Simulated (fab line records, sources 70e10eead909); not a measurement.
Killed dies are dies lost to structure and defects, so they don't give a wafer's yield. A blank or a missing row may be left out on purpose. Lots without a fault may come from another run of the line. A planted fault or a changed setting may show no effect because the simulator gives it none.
Chamber matching | flow nand_harc | NHARC_A_STAIRCASE_ALD_415 on ald_hk-03: 4 sister chambers
The step deposits SiO2, target thk 30 nm, pulse time 6 s, ald cycles 300. 8 wafers are shown with their chamber, then 7 later ones without.

WAFERS WITH THEIR CHAMBER
wafer  | chamber | heater_power_w (W) | precursor_pulse_height_rel
L077.4 | 3       | 458                | 1.003
L081.5 | 1       | 369                | 1.006
L085.1 | 1       | 365                | 1.014
L090.1 | 0       | 490                | 0.975
L090.4 | 2       | 495                | 1.003
L090.6 | 3       | 452                | 1.006
L089.1 | 2       | 492                | 0.996
L089.3 | 0       | 465                | 0.993

WAFERS WITHOUT THEIR CHAMBER
wafer  | heater_power_w (W) | precursor_pulse_height_rel
L089.6 | 498                | 1.011
L095.3 | 452                | 1.017
L095.4 | 377                | 0.985
L095.5 | 473                | 0.995
L097.3 | 459                | 0.994
L097.4 | 369                | 0.966
L097.6 | 493                | 0.968

WHICH CHAMBER EACH WENT THROUGH
wafer  | from the rows above          | in truth
L089.6 | 2                            | 2
L095.3 | 3                            | 3
L095.4 | 1                            | 1
L095.5 | can't be placed: 0 or 2 or 3 | 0
L097.3 | can't be placed: 3 or 0      | 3
L097.4 | 1                            | 1
L097.6 | can't be placed: 0 or 2      | 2
Placed correctly: 4 of 7. Can't be placed from these rows: 3 (the true chamber is among the candidates in 3). Placed wrongly: 0.
How it was worked out, from the rows above alone: a wafer's distance from a chamber is the root of the sum, over the readings, of the square of ((its reading less the chamber's mean) divided by the reading's scatter). The wafer belongs to the nearest chamber; if the next one is less than 2 further off, it can't be placed. A chamber's mean is the mean of its shown wafers. The scatter: the root of (the sum of the squares of (reading less its chamber's mean) over the shown wafers, divided by (wafers less chambers)).
